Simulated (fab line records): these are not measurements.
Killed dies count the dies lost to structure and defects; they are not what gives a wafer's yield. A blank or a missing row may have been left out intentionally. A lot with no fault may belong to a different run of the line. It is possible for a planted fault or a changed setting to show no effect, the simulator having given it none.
Problem report in the 8D (eight disciplines) form, filled by code / flow nand_harc / the parts of the form that need people (team, actions taken, sign-off) are left out

== 1. THE ISSUE ==
Mean of rf_fwd_power_W at NHARC_A_CONTACT_DEP_58: 292.1 W across 6 wafers in 2 lots; on wafers with no fault it is 348.1 W (standard deviation 1.1). That puts it -51 standard deviations away from the usual mean.
The step: deposits SiON, target thk 60 nm.
Seen first at day 21 19:33 on pecvd-01, wafer L910.1. At this step, 36 wafers from 12 lots have a number in the record. Rule for "out" (also "out of limits"): further than 4 standard deviations from the usual mean. Any other wafer with a number is counted as sound.

== 2. WHAT IT IS, WHAT IT ISN'T ==
question=which readings at this step | is=rf_fwd_power_W | is not=heater_power_w
question=which lots | is=L908, L910 | is not=L890, L891, L893, L895, L896, L898, L899, L900, L902, L913
question=which wafers of those lots | is=all that have a number | is not=-
question=read on which tools | is=pecvd-01 | is not=pecvd-02, pecvd-03
question=when | is=from day 21 19:33 | is not=up to then (27 sound wafers); but 3 sound wafers of L913 came after

== 3. SUSPECTS, AND WHAT RULES EACH OUT ==
Counting: a tool stays on the suspect list if, at a process step up to the reading, it processed all lots that are out and no sound lot following the first of them.
- rie_diel-02 at NHARC_A_CONTACT_ETCH_50 (etches the open film in CF4/CHF3, target depth 84.7 nm, time 42.4 s): kept. All lots that are out passed through it, beginning with L910 at day 21 14:21, and no sound lot followed; its final sound lot before that point was L895 at day 17 22:08. NHARC_A_CONTACT_ETCH_50: start missing for some lots; hours and lot order therefore follow NHARC_A_CONTACT_ETCH_113.
- pecvd-01 at NHARC_A_CONTACT_DEP_58 (deposits SiON, target thk 60 nm): kept. All lots that are out passed through it, beginning with L910 at day 21 19:33, and no sound lot followed; its final sound lot before that point was L896 at day 18 07:42. On those wafers its own readings are out: rf_fwd_power_W.
Left after counting: rie_diel-02 at NHARC_A_CONTACT_ETCH_50, pecvd-01 at NHARC_A_CONTACT_DEP_58.

== 4. THE CAUSE (what the simulator had put in) ==
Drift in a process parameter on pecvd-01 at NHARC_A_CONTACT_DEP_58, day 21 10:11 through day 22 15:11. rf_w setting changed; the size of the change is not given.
Counting left 2 suspects, and this tool is among them.

== 5. SEQUENCE OF EFFECTS, ordered by route ==
One row per reading whose mean, taken over the struck wafers that have a number, lies over 3 standard deviations from the usual. Scope: only readings with a usual standard deviation given in the record; hours: median across lots of the time from each lot's start at the first step in this table that gives one to its start at this step; sigmas: change in usual standard deviations.
hours=0; step=NHARC_A_CONTACT_DEP_58; reading=rf_fwd_power_W; usual=348.1 W; on struck wafers=292.1; change=-56.0; sigmas=-51
Its process steps:
- NHARC_A_CONTACT_DEP_58: deposits SiON, target thk 60 nm.

== 6. HOW IT WOULD HAVE BEEN CAUGHT EARLIER ==
The fault began at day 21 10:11; the first out-of-limits reading in this record came at day 21 19:33, 9 hours later.
